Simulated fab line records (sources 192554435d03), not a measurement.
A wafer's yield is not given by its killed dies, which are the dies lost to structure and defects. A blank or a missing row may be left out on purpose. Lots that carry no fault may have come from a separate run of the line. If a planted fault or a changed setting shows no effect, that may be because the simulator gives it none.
Code-filled problem report in 8D (eight disciplines) form	flow n5_finfet	the parts of the form that need people (team, actions taken, sign-off) are left out

## 1. WHAT WENT WRONG
Mean of rf_fwd_power_W at N5_BEOL_M8_ETCH_62: 634.2 W across 6 wafers in 2 lots; on wafers with no fault it is 837.4 W (standard deviation 2.7). That is -75 standard deviations from the usual mean.
The step: etches SOC in N2/H2, target depth 110 nm, overetch 22 nm, time 165 s.
Seen first at day 11 16:39 on rie_diel-05, wafer L922.2. The record has a number at this step for 30 wafers belonging to 10 lots. Rule for "out" (also "out of limits"): further than 4 standard deviations from the usual mean. The rest of the wafers with a number are treated as sound.

## 2. WHAT IT IS; WHAT IT IS NOT
question	is	is not
which readings at this step	rf_fwd_power_W, rf_vpp_V	chamber_pressure_mTorr, drypump_motor_current_A, oes_product_au, showerhead_plenum_p_Torr, temp_c, throttle_valve_pct
which lots	L922, L925	L912, L916, L919, L927, L931, L932, L933, L935
which wafers of those lots	all that have a number	-
read on which tools	rie_diel-05	rie_diel-01, rie_diel-06
when	from day 11 16:39	up to then (9 sound wafers); but 15 sound wafers of L927, L931, L932, L933, L935 came after

## 3. SUSPECTS, AND WHAT RULES EACH OUT
Counting: a tool at any process step up to the reading remains a suspect when it ran all the lots that are out and ran no sound lot after the first of those.
- rie_diel-05 at N5_BEOL_M8_ETCH_61 (etches SiARC in CF4, target depth 45.5 nm, time 75.8 s): ruled out as a lasting fault. The sound lots L935 went through it after L922, its earliest lot that is out (day 11 16:36).
- rie_diel-05 at N5_BEOL_M8_ETCH_62 (etches SOC in N2/H2, target depth 110 nm, overetch 22 nm, time 165 s): ruled out as a lasting fault. The sound lots L935 went through it after L922, its earliest lot that is out (day 11 16:39).
Left after counting: nothing in the record.

## 4. THE CAUSE (what the simulator had put in)
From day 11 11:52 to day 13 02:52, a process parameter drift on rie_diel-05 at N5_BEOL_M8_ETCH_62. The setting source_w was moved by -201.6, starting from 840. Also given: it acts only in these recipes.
Counting ruled it out, wrongly.

## 5. THE CHAIN OF EFFECTS, in route order
Each row: a reading where the mean over the struck wafers with a number is more than 3 standard deviations away from the usual. Scope: only readings with a usual standard deviation given in the record; hours: median across lots of the time from each lot's start at the first step in this table that gives one to its start at this step; sigmas: change in usual standard deviations.
hours	step	reading	usual	on struck wafers	change	sigmas
0	N5_BEOL_M8_ETCH_62	rf_fwd_power_W	837.4 W	634.2	-203.2	-75
0	N5_BEOL_M8_ETCH_62	rf_vpp_V	524.1 V	572.2	+48.1	+17
Here are the process steps it includes:
- N5_BEOL_M8_ETCH_62: etches SOC in N2/H2, target depth 110 nm, overetch 22 nm, time 165 s.

## 6. WHAT WOULD HAVE CAUGHT IT SOONER
5 hours passed between the start of the fault at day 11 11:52 and the first reading out of limits in this record, taken at day 11 16:39.
